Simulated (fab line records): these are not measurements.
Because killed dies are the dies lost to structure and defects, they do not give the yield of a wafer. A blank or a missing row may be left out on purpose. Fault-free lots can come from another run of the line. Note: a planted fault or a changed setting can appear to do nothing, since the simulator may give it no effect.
The tool behind it: which one? || flow nand-harc || Sampling: 13 lots, 39 wafers, 4 of 1302 route steps

WHAT THE GAUGES SHOWED, per wafer
NHARC_A_BONDPAD_THK_MEAS_30: measures by ellipsometry. Usual: 199.9 nm for thk-nm, sd 1.5.
{"lot": "L315", "measured": "day 23 04:29", "on": "film-metro-01", "thk-nm (nm)": "201.1 195.9 196.8", "flag": ""}
{"lot": "L320", "measured": "day 24 16:13", "on": "film-metro-01", "thk-nm (nm)": "199.0 198.4 199.6", "flag": ""}
{"lot": "L325", "measured": "day 27 08:59", "on": "film-metro-02", "thk-nm (nm)": "199.1 200.0 201.0", "flag": ""}
{"lot": "L328", "measured": "day 28 12:03", "on": "film-metro-01", "thk-nm (nm)": "200.4 200.0 198.6", "flag": ""}
{"lot": "L329", "measured": "day 29 01:23", "on": "film-metro-01", "thk-nm (nm)": "199.6 199.8 199.2", "flag": ""}
{"lot": "L330", "measured": "day 28 21:46", "on": "film-metro-01", "thk-nm (nm)": "201.4 200.4 200.0", "flag": ""}
{"lot": "L332", "measured": "day 30 13:22", "on": "film-metro-02", "thk-nm (nm)": "198.7 201.0 195.8", "flag": ""}
{"lot": "L333", "measured": "day 30 16:58", "on": "film-metro-01", "thk-nm (nm)": "200.5 201.5 198.4", "flag": ""}
{"lot": "L334", "measured": "day 30 14:40", "on": "film-metro-01", "thk-nm (nm)": "199.9 200.0 200.8", "flag": ""}
{"lot": "L335", "measured": "day 31 11:34", "on": "film-metro-01", "thk-nm (nm)": "199.2 198.9 201.1", "flag": ""}
{"lot": "L336", "measured": "day 32 01:28", "on": "film-metro-02", "thk-nm (nm)": "201.1 202.1 198.8", "flag": ""}
{"lot": "L337", "measured": "day 33 16:25", "on": "film-metro-02", "thk-nm (nm)": "199.3 201.0 197.7", "flag": ""}
{"lot": "L338", "measured": "day 32 20:02", "on": "film-metro-01", "thk-nm (nm)": "198.6 199.0 199.8", "flag": ""}

NHARC_END_SORT_01. Usual: killed-at-array 52, standard deviation 19; killed-at-other 0.8, standard deviation 1; killed-at-periphery 3.7, standard deviation 2.5; killed-dies 56, standard deviation 19; killed-open 3.5, standard deviation 2; killed-short 2.2, standard deviation 1.4.
{"lot": "L325", "measured": "day 28 17:27", "on": "prober-01", "killed-at-array": "105 102 119", "killed-at-other": "0 0 0", "killed-at-periphery": "2 3 8", "killed-dies": "107 105 127", "killed-open": "3 5 7", "killed-short": "1 1 4", "flag": ""}

EACH LOT AND THE TOOL THAT RAN IT (in order: tool; ch and the chambers of the sampled wafers; start)
{"lot": "L315", "NHARC_A_CHANNEL_FILL_D1_ALD_03": "ald-sin-batch-03 ch 0, day 9 03:14", "NHARC_A_BONDPAD_DEGAS_25": "pvd-sputter-02, day 23 06:04"}
{"lot": "L320", "NHARC_A_CHANNEL_FILL_D1_ALD_03": "ald-sin-batch-02 ch 0, day 10 23:14", "NHARC_A_BONDPAD_DEGAS_25": "pvd-sputter-01, day 24 17:47"}
{"lot": "L325", "NHARC_A_CHANNEL_FILL_D1_ALD_03": "ald-sin-batch-02 ch 0, day 13 06:23", "NHARC_A_BONDPAD_DEGAS_25": "pvd-sputter-01, day 27 10:43"}
{"lot": "L328", "NHARC_A_CHANNEL_FILL_D1_ALD_03": "ald-sin-batch-03 ch 0, day 14 10:59", "NHARC_A_BONDPAD_DEGAS_25": "pvd-sputter-01, day 28 13:41"}
{"lot": "L329", "NHARC_A_CHANNEL_FILL_D1_ALD_03": "ald-sin-batch-01 ch 0, day 15 01:28", "NHARC_A_BONDPAD_DEGAS_25": "pvd-sputter-02, day 29 03:06"}
{"lot": "L330", "NHARC_A_CHANNEL_FILL_D1_ALD_03": "ald-sin-batch-01 ch 0, day 15 05:33", "NHARC_A_BONDPAD_DEGAS_25": "pvd-sputter-02, day 28 23:31"}
{"lot": "L332", "NHARC_A_CHANNEL_FILL_D1_ALD_03": "ald-sin-batch-03 ch 0, day 16 05:38", "NHARC_A_BONDPAD_DEGAS_25": "pvd-sputter-02, day 30 15:07"}
{"lot": "L333", "NHARC_A_CHANNEL_FILL_D1_ALD_03": "ald-sin-batch-03 ch 0, day 16 05:38", "NHARC_A_BONDPAD_DEGAS_25": "pvd-sputter-02, day 30 18:43"}
{"lot": "L334", "NHARC_A_CHANNEL_FILL_D1_ALD_03": "ald-sin-batch-02 ch 0, day 16 17:35", "NHARC_A_BONDPAD_DEGAS_25": "pvd-sputter-02, day 30 16:17"}
{"lot": "L335", "NHARC_A_CHANNEL_FILL_D1_ALD_03": "ald-sin-batch-02 ch 0, day 17 12:59", "NHARC_A_BONDPAD_DEGAS_25": "pvd-sputter-03, day 31 13:17"}
{"lot": "L336", "NHARC_A_CHANNEL_FILL_D1_ALD_03": "ald-sin-batch-02 ch 0, day 17 23:55", "NHARC_A_BONDPAD_DEGAS_25": "pvd-sputter-01, day 32 03:12"}
{"lot": "L337", "NHARC_A_CHANNEL_FILL_D1_ALD_03": "ald-sin-batch-02 ch 0, day 18 12:36", "NHARC_A_BONDPAD_DEGAS_25": "pvd-sputter-01, day 33 18:10"}
{"lot": "L338", "NHARC_A_CHANNEL_FILL_D1_ALD_03": "ald-sin-batch-02 ch 0, day 18 12:36", "NHARC_A_BONDPAD_DEGAS_25": "pvd-sputter-02, day 32 21:44"}
- NHARC_A_CHANNEL_FILL_D1_ALD_03: deposits SiNx, target thk 6 nm, pulse time 60 s, ald cycles 58.
- NHARC_A_BONDPAD_DEGAS_25: time 60 s.

AS READ BY THE TOOLS THEMSELVES (means over the sampled wafers that have a number; for cases with no such wafer, the mark the record gives instead)
NHARC_A_CHANNEL_FILL_D1_ALD_03. Usual: 1.001 for precursor-pulse-height-rel, sd 0.021.
{"lot": "L315", "tool": "ald-sin-batch-03", "precursor-pulse-height-rel": 1.006, "flag": ""}
{"lot": "L320", "tool": "ald-sin-batch-02", "precursor-pulse-height-rel": 1.009, "flag": ""}
{"lot": "L325", "tool": "ald-sin-batch-02", "precursor-pulse-height-rel": 1.008, "flag": ""}
{"lot": "L328", "tool": "ald-sin-batch-03", "precursor-pulse-height-rel": 0.992, "flag": ""}
{"lot": "L329", "tool": "ald-sin-batch-01", "precursor-pulse-height-rel": 0.990, "flag": ""}
{"lot": "L330", "tool": "ald-sin-batch-01", "precursor-pulse-height-rel": 0.971, "flag": ""}
{"lot": "L332", "tool": "ald-sin-batch-03", "precursor-pulse-height-rel": 0.981, "flag": ""}
{"lot": "L333", "tool": "ald-sin-batch-03", "precursor-pulse-height-rel": 1.002, "flag": ""}
{"lot": "L334", "tool": "ald-sin-batch-02", "precursor-pulse-height-rel": 1.010, "flag": ""}
{"lot": "L335", "tool": "ald-sin-batch-02", "precursor-pulse-height-rel": 0.997, "flag": ""}
{"lot": "L336", "tool": "ald-sin-batch-02", "precursor-pulse-height-rel": 0.991, "flag": ""}
{"lot": "L337", "tool": "ald-sin-batch-02", "precursor-pulse-height-rel": 1.018, "flag": ""}
{"lot": "L338", "tool": "ald-sin-batch-02", "precursor-pulse-height-rel": 1.001, "flag": ""}

NHARC_A_BONDPAD_DEGAS_25. Usual: 451 W for heater-power-w, sd 27.
{"lot": "L315", "tool": "pvd-sputter-02", "heater-power-w (W)": 487, "flag": ""}
{"lot": "L320", "tool": "pvd-sputter-01", "heater-power-w (W)": 437, "flag": ""}
{"lot": "L325", "tool": "pvd-sputter-01", "heater-power-w (W)": 439, "flag": ""}
{"lot": "L328", "tool": "pvd-sputter-01", "heater-power-w (W)": 446, "flag": ""}
{"lot": "L329", "tool": "pvd-sputter-02", "heater-power-w (W)": 454, "flag": ""}
{"lot": "L330", "tool": "pvd-sputter-02", "heater-power-w (W)": 459, "flag": ""}
{"lot": "L332", "tool": "pvd-sputter-02", "heater-power-w (W)": 470, "flag": ""}
{"lot": "L333", "tool": "pvd-sputter-02", "heater-power-w (W)": 455, "flag": ""}
{"lot": "L334", "tool": "pvd-sputter-02", "heater-power-w (W)": 476, "flag": ""}
{"lot": "L335", "tool": "pvd-sputter-03", "heater-power-w (W)": 436, "flag": ""}
{"lot": "L336", "tool": "pvd-sputter-01", "heater-power-w (W)": 455, "flag": ""}
{"lot": "L337", "tool": "pvd-sputter-01", "heater-power-w (W)": 447, "flag": ""}
{"lot": "L338", "tool": "pvd-sputter-02", "heater-power-w (W)": 473, "flag": ""}

THE ANSWER, worked out from the rows above alone
Rule: lot off if the mean of its wafers having a number is beyond 3 standard deviations from the usual mean. Also off: a lot with no number at a reading for which 4 or more lots have one. Any other lot the step has rows for is counted as sound. After the gauges, taken in route order, come the tools' own readings; for these a lot's mean is taken, as printed above. The first step at which some lot is off is used, and at that step the reading that is off furthest; a lot without a number counts as furthest.
No lot is off on any of the readings shown, so nothing can be concluded from this.

WHAT THE SIMULATOR PUT IN
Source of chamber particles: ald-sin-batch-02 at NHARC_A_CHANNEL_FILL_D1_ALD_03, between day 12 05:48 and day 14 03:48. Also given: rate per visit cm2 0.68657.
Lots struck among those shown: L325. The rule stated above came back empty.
